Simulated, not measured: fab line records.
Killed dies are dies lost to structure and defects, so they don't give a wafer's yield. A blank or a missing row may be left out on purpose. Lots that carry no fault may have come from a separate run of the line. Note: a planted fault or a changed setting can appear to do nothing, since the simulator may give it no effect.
Chamber matching | flow n5 finfet | rie diel-06 running N5_MOL_CONTACT_COAG_ETCH_106: 4 sister chambers
The step etches SOC in N2/H2, target depth 80 nm, overetch 16 nm, time 120 s. 4 wafers are shown with their chamber, then 10 later ones without.

EACH WAFER AND ITS CHAMBER
wafer  | chamber | showerhead plenum p Torr (Torr)
L089.5 | 2       | 2.63
L093.1 | 1       | 2.60
L094.1 | 3       | 2.48
L094.2 | 0       | 2.66

WAFERS WITH NO CHAMBER GIVEN
wafer  | showerhead plenum p Torr (Torr)
L094.5 | 2.63
L095.3 | 2.48
L095.5 | 2.60
L095.6 | 2.63
L096.1 | 2.62
L096.3 | 2.60
L096.5 | 2.47
L097.2 | 2.65
L097.3 | 2.47
L097.4 | 2.62

WHICH CHAMBER EACH ONE RAN IN
wafer  | from the rows above     | in truth
L094.5 | 2                       | 2
L095.3 | 3                       | 3
L095.5 | 1                       | 1
L095.6 | 2                       | 2
L096.1 | can't be placed: 2 or 1 | 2
L096.3 | 1                       | 1
L096.5 | 3                       | 3
L097.2 | can't be placed: 0 or 2 | 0
L097.3 | 3                       | 3
L097.4 | can't be placed: 2 or 1 | 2
Correct placement for 7 of the 10. Can't be placed from these rows: 3 (the true chamber is among the candidates in 3). Wrongly placed: 0.
How it was worked out, from the rows above alone: a wafer's distance from a chamber is the root of the sum, over the readings, of the square of ((its reading less the chamber's mean) divided by the reading's scatter). The wafer belongs to the nearest chamber; if the next one is less than 2 further off, it can't be placed. The mean given for a chamber averages the wafers shown for that chamber. The scatter: root of mean squared gap, hidden wafer to nearest shown wafer, with one shown wafer a chamber.
